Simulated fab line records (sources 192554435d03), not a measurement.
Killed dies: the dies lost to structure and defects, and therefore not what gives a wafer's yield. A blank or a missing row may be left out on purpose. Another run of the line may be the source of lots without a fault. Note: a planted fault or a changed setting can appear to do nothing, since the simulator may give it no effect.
Split-lot study    flow n5_finfet    21 wafers read from 7 lots, route of 1938 steps

THE SPLIT
At N5_BEOL_M13_EXPOSE_07 (exposes mask V12), the setting dose_mj was moved away from the recipe's 24.8 on 8 of the 21 wafers read, by -6.3% to +5.2%. This setting was run at the recipe's value on the other wafers.

FROM THE SPLIT TO THE READING: what the file shows between them, 3 steps
- N5_BEOL_M13_PEB_08: peb time 90 s
- N5_BEOL_M13_DEVELOP_09: develop time 45 s
- N5_BEOL_M13_HARDBAKE_14: time 120 s

THE READING
cd_nm, in nm, at N5_BEOL_M13_CD_MEAS_10 (target cd 190 nm). On this fab line, fault-free wafers typically give 190.3 nm with a standard deviation of 1.8 nm.

wafer   tool, chamber at the split  dose_mj as run  against the recipe  cd_nm, nm  against lot-mates on the recipe
L083.1  krf_scanner-01, 0           26.1            +5.2%               194.1      +6.5
L083.3  krf_scanner-01, 0           24.8            recipe              187.6      -
L083.4  krf_scanner-01, 0           26.1            +5.2%               193.2      +5.6
L082.1  krf_scanner-01, 0           24.8            recipe              187.0      -
L082.4  krf_scanner-01, 0           24.8            recipe              189.6      -
L082.5  krf_scanner-01, 0           24.8            recipe              190.8      -
L084.1  krf_scanner-02, 0           24.8            recipe              189.2      -
L084.2  krf_scanner-02, 0           24.8            recipe              188.5      -
L084.6  krf_scanner-02, 0           25.78           +4.0%               192.7      +3.8
L085.1  krf_scanner-02, 0           24.8            recipe              191.2      -
L085.2  krf_scanner-02, 0           23.75           -4.2%               186.4      -4.8
L085.4  krf_scanner-02, 0           24.8            recipe              191.2      -
L087.1  krf_scanner-02, 0           23.24           -6.3%               181.8      -7.0
L087.2  krf_scanner-02, 0           23.24           -6.3%               181.8      -7.0
L087.5  krf_scanner-02, 0           24.8            recipe              188.8      -
L095.1  krf_scanner-01, 0           23.44           -5.5%               187.8      -5.5
L095.3  krf_scanner-01, 0           24.8            recipe              193.3      -
L095.6  krf_scanner-01, 0           23.44           -5.5%               188.2      -5.1
L097.1  krf_scanner-02, 0           24.8            recipe              191.3      -
L097.2  krf_scanner-02, 0           24.8            recipe              191.2      -
L097.4  krf_scanner-02, 0           24.8            recipe              189.7      -

FIT RESULTS
A straight line over all 21 wafers: cd_nm changes by +0.821 nm for each +1% of dose_mj; r = +0.83; the points scatter about the line by 1.9 nm.
The same after taking each lot's own level away (the mean of its wafers on the recipe; 21 wafers): +1.08 nm for each +1%; r = +0.98; scatter 0.77 nm.
On that fit, the largest move of dose_mj shifts the reading by 6.8 nm.
The span of the lots' own levels, 187.60 to 193.30 nm, comes to 3.2 times the standard deviation stated above.
So the lot-to-lot level changes the slope: the two fits differ.
Check: -6.68 nm against its lot-mates is what the line predicts for one of the wafers moved furthest among these (-6.3%) when that wafer is left out of the fit. Against them it came out at -7 nm.

ADDITIONAL SPLITS CARRIED BY THESE WAFERS
These wafers also went through other splits before the reading. Each is held against what the fit with the lots' levels taken away leaves over:
other split on the same wafers  wafers away from the commonest value  r with cd_nm (lot level and that fit taken away)
N5_BEOL_M8_EXPOSE_08 dose_mj    5                                     -0.25
N5_BEOL_M10_EXPOSE_25 dose_mj   6                                     -0.27
N5_BEOL_M10_VIA_ETCH_34 time_s  3                                     +0.05

THE FILE'S OWN FIT
cd_nm changes by +1.07 nm for each +1% of dose_mj, r = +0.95.
